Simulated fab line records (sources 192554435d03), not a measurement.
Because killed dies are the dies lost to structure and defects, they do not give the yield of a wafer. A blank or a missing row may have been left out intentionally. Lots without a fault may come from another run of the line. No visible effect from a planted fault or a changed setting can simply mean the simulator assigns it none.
Matching of chambers / flow n5-finfet / ald-metal-02 running N5_BEOL_M3_ALD_84: 4 sister chambers
The step deposits TaN, pulse time 2 s, purge time 3 s, co reactant purge time 2 s. 4 wafers are shown with their chamber, then 9 later ones without.

== WAFERS PAIRED WITH THEIR CHAMBERS ==
wafer=L083.3; chamber=3; heater-power-outer-w (W)=175
wafer=L085.1; chamber=1; heater-power-outer-w (W)=205
wafer=L085.2; chamber=2; heater-power-outer-w (W)=214
wafer=L085.3; chamber=0; heater-power-outer-w (W)=219

== WAFERS MISSING THEIR CHAMBER ==
wafer=L087.1; heater-power-outer-w (W)=214
wafer=L087.5; heater-power-outer-w (W)=228
wafer=L087.6; heater-power-outer-w (W)=204
wafer=L091.1; heater-power-outer-w (W)=202
wafer=L091.2; heater-power-outer-w (W)=175
wafer=L091.6; heater-power-outer-w (W)=207
wafer=L093.2; heater-power-outer-w (W)=211
wafer=L093.5; heater-power-outer-w (W)=215
wafer=L093.6; heater-power-outer-w (W)=207

== THE CHAMBER EACH PASSED THROUGH ==
wafer=L087.1; from the rows above=can't be placed: 2 or 0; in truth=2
wafer=L087.5; from the rows above=can't be placed: 0 or 2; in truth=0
wafer=L087.6; from the rows above=1; in truth=1
wafer=L091.1; from the rows above=1; in truth=1
wafer=L091.2; from the rows above=3; in truth=3
wafer=L091.6; from the rows above=can't be placed: 1 or 2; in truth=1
wafer=L093.2; from the rows above=can't be placed: 2 or 1 or 0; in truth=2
wafer=L093.5; from the rows above=can't be placed: 2 or 0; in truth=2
wafer=L093.6; from the rows above=can't be placed: 1 or 2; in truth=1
3 of 9 placed correctly. Not placeable from these rows: 6 (in 6, the candidates include the true chamber). 0 placed wrongly.
How it was worked out, from the rows above alone: a wafer's distance from a chamber is the root of the sum, over the readings, of the square of ((its reading less the chamber's mean) divided by the reading's scatter). If the next closest chamber is less than 2 further off than the closest, the wafer can't be placed; otherwise it belongs to the closest. A chamber's mean is the mean of its shown wafers. The scatter: root of mean squared gap, hidden wafer to nearest shown wafer, with one shown wafer a chamber.
